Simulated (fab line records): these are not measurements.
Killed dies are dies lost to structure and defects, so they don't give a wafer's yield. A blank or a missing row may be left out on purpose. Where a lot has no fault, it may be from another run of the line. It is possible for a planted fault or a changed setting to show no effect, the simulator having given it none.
A lot that was struck, set against a sound lot -- flow n5Finfet -- 34 steps out of a route of 1938
Sound: the wafers L838.2, L838.4, L838.6. Struck: wafers L855.1, L855.5. (L855.3 of the same lot was not struck and is left out.) The cause comes at the end.
For every step that has rows: the tool of each side, followed by ch and its chambers, followed by its first start. Under that, the readings that differ: sound wafers -- struck wafers -- difference of the means -- sigmas: that difference in standard deviations of wafers without a fault.
alike: words and numbers the same on both sides, and readings whose means are apart by under 2 such deviations; not compared: readings that were withheld, readings missing a value for some wafer, numbers with overlapping values and no deviation given by the record, and bounds like >300 which may hide the same value.
The two part at a step that has a row with sigmas, a row that says differs or no value, or rows on one side only. Non-overlapping numbers with no deviation appear without sigmas and do not part them. A reading that every wafer of one side lacks parts them only if that side has two wafers or more.

first, 9 steps without rows for these wafers: N5_GATE_CUT_DESCUM_18 (chemistry O2, time 7 s); N5_GATE_CUT_ETCH_28 (etches underlayer in N2/H2, target depth 13 nm, time 10.4 s); N5_GATE_CUT_ETCH_36 (etches SiARC in CF4, target depth 13 nm, time 21.7 s); N5_GATE_CUT_ETCH_37 (etches SOC in N2/H2, target depth 60 nm, overetch 12 nm, time 90 s); N5_GATE_CUT_STRIP_38 (strips in N2/H2); N5_GATE_CUT_STRIP_39 (strips in N2/H2); N5_GATE_CUT_HM_OPEN_40 (chemistry C4F6/O2, target SiO2, target depth 139 nm, time 85.1 s); N5_GATE_CUT_STRIP_41 (strips in CF4); N5_GATE_CUT_STRIP_42 (strips in O2).
N5_GATE_CUT_ETCH_19: etches SiNx in CH3F/O2, target depth 53.7 nm, time 76.7 s.
  sound on rieDiel-06 ch 1,2, day 4 10:28; struck on rieDiel-06 ch 3, day 8 18:08
reading,sound,struck,difference,sigmas
etchRfOnTimeS (s),80.1 79.7 80.6,75.6 76.2,-4.2,-3
  alike: drypumpMotorCurrentA, mfcArSccm, oes_o_777_au, oesProductAu, rfVppV, showerheadPlenumPTorr, throttleValvePct
  not compared: rfHoursCounterH
then, 23 steps without rows for these wafers: N5_GATE_CUT_CUT_ETCH_53 (etches W in SF6/Cl2, target depth 79.2 nm); N5_GATE_CUT_CUT_ETCH_54 (etches TiN in Cl2/BCl3, target depth 96.7 nm); N5_GATE_CUT_CUT_ETCH_55 (etches HfO2 in BCl3, target depth 3.2 nm); N5_GATE_CUT_ETCH_47 (etches SiO2 in Cl2/BCl3, target depth 10 nm); N5_GATE_CUT_VAPOR_ETCH_48 (etches TiN in BCl3/Cl2); N5_GATE_CUT_VAPOR_ETCH_49 (etches TiAlC in BCl3/Cl2); N5_GATE_CUT_VAPOR_ETCH_51 (etches HfO2 in BCl3/Cl2); N5_GATE_CUT_STRIP_21 (strips in N2/H2, time 30 s); N5_GATE_CUT_STRIP_29 (strips in post etch residue remover, time 60 s); N5_GATE_CUT_SRD_52 (time 30 s); N5_GATE_CUT_ALD_22 (deposits SiNx, target thk 16 nm, pulse time 1 s, ald cycles 320); N5_GATE_CUT_CMP_23 (polishes, stops on SiO2, t overpolish 23.4 s, target thk 16 nm); N5_GATE_CUT_CMP_43 (polishes SiO2); N5_GATE_CUT_CMP_61 (polishes, stops on SiNx, t overpolish 3 s); N5_MOL_CONTACT_COAG_COAT_103 (time 60 s, resist thk 80 nm); N5_MOL_CONTACT_COAG_COAT_104 (time 60 s, resist thk 12 nm); N5_MOL_CONTACT_COAG_COAT_58 (time 60 s, resist thk 10 nm); N5_MOL_CONTACT_COAG_COAT_02 (resist thk 30 nm); N5_MOL_CONTACT_COAG_EBR_04; N5_MOL_CONTACT_COAG_SOFTBAKE_03 (time 60 s); N5_MOL_CONTACT_COAG_EXPOSE_05 (exposes mask CA, defocus 0 nm); N5_MOL_CONTACT_COAG_PEB_06 (peb time 60 s); N5_MOL_CONTACT_COAG_DEVELOP_07 (develop time 30 s).
-- here the record skips 8 days between the struck wafers' starts before and after, leaving off in module MOL_CONTACT_COAG and picking up in module PASSIVATION (first step shown: number 1936 of the route) --
N5_PASSIVATION_PROBE_49:
  rows exist in the record for the struck wafers here (prober-01, day 16 19:37), but not for the sound ones

WHERE THEY PART
First at N5_GATE_CUT_ETCH_19; last, within this record, at N5_PASSIVATION_PROBE_49.

WHY: the cause the simulator had injected
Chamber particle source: rieDiel-06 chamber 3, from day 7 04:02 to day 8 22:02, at N5_GATE_CUT_ETCH_19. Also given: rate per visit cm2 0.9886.
